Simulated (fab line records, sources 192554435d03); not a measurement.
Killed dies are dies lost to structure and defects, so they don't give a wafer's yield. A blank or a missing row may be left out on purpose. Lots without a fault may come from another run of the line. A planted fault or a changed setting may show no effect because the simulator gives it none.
Split-lot experiment | flow n5_finfet | 7 lots, 21 wafers read, on a route of 1938 steps

THE SPLIT
At N5_MOL_CONTACT_COAG_CONTACT_ETCH_14 (etches SiO2 in C4F6/O2, target depth 27.5 nm, overetch 8.5 nm, time 20 s), the setting source_w was moved away from the recipe's 370 W on 8 of the 21 wafers read, by -12.0% to +10.8%. The other wafers ran this setting at the recipe's value.

The reading is taken at the split's own step.

THE READING
rf_vpp_V, in V, at N5_MOL_CONTACT_COAG_CONTACT_ETCH_14 (etches SiO2 in C4F6/O2, target depth 27.5 nm, overetch 8.5 nm, time 20 s). Fault-free wafers of this fab line usually give 691 V, standard deviation 3.5 V.

wafer  | tool, chamber at the split | source_w as run, W | against the recipe | rf_vpp_V, V | against lot-mates on the recipe
L076.3 | rie_diel-06, 0             | 370                | recipe             | 692         | -
L076.4 | rie_diel-06, 1             | 370                | recipe             | 685         | -
L076.6 | rie_diel-06, 0             | 340                | -8.1%              | 713         | +24
L077.1 | rie_diel-05, 2             | 370                | recipe             | 692         | -
L077.2 | rie_diel-05, 0             | 370                | recipe             | 693         | -
L077.6 | rie_diel-05, 0             | 370                | recipe             | 693         | -
L079.2 | rie_diel-06, 2             | 346.2              | -6.4%              | 705         | +18
L079.4 | rie_diel-06, 1             | 370                | recipe             | 687         | -
L079.6 | rie_diel-06, 0             | 346.2              | -6.4%              | 709         | +22
L080.1 | rie_diel-06, 2             | 325.5              | -12.0%             | 719         | +35
L080.4 | rie_diel-06, 0             | 325.5              | -12.0%             | 723         | +39
L080.5 | rie_diel-06, 1             | 370                | recipe             | 684         | -
L081.2 | rie_diel-04, 1             | 370                | recipe             | 695         | -
L081.3 | rie_diel-04, 0             | 370                | recipe             | 697         | -
L081.6 | rie_diel-04, 3             | 409.8              | +10.8%             | 665         | -31
L084.2 | rie_diel-06, 2             | 370                | recipe             | 695         | -
L084.4 | rie_diel-06, 1             | 370                | recipe             | 687         | -
L084.6 | rie_diel-06, 1             | 370                | recipe             | 683         | -
L085.1 | rie_diel-06, 3             | 370                | recipe             | 692         | -
L085.3 | rie_diel-06, 2             | 334                | -9.7%              | 713         | +21
L085.6 | rie_diel-06, 3             | 334                | -9.7%              | 714         | +22

THE FIT
A straight line over all 21 wafers: rf_vpp_V changes by -2.48 V for each +1% of source_w; r = -0.96; the points scatter about the line by 3.9 V.
The same after taking each lot's own level away (the mean of its wafers on the recipe; 21 wafers): -2.83 V for each +1%; r = -0.98; scatter 3.4 V.
On that fit, the largest move of source_w shifts the reading by 34 V.
The lots' own levels span 684.0 to 696.0 V, that is 3.4 times the standard deviation above.
So the lot-to-lot level changes the slope: the two fits differ.
Check: with one of the wafers moved furthest among these (-12.0%) left out of the fit, the line predicts +33.7 V for it against its lot-mates. It came out at +35 V against them.
Tool readings at the split's step, against how far the setting was moved: rf_vpp_V r = -0.96.

OTHER SPLITS ON THESE WAFERS
These wafers also went through other splits before the reading. Each is held against what the fit with the lots' levels taken away leaves over:
other split on the same wafers | wafers away from the commonest value | r with rf_vpp_V (lot level and that fit taken away)
N5_HKMG_FIN_COAT_06 spin_rpm   | 6                                    | -0.05

THE FILE'S OWN FIT
rf_vpp_V changes by -2.83 V for each +1% of source_w, r = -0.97.
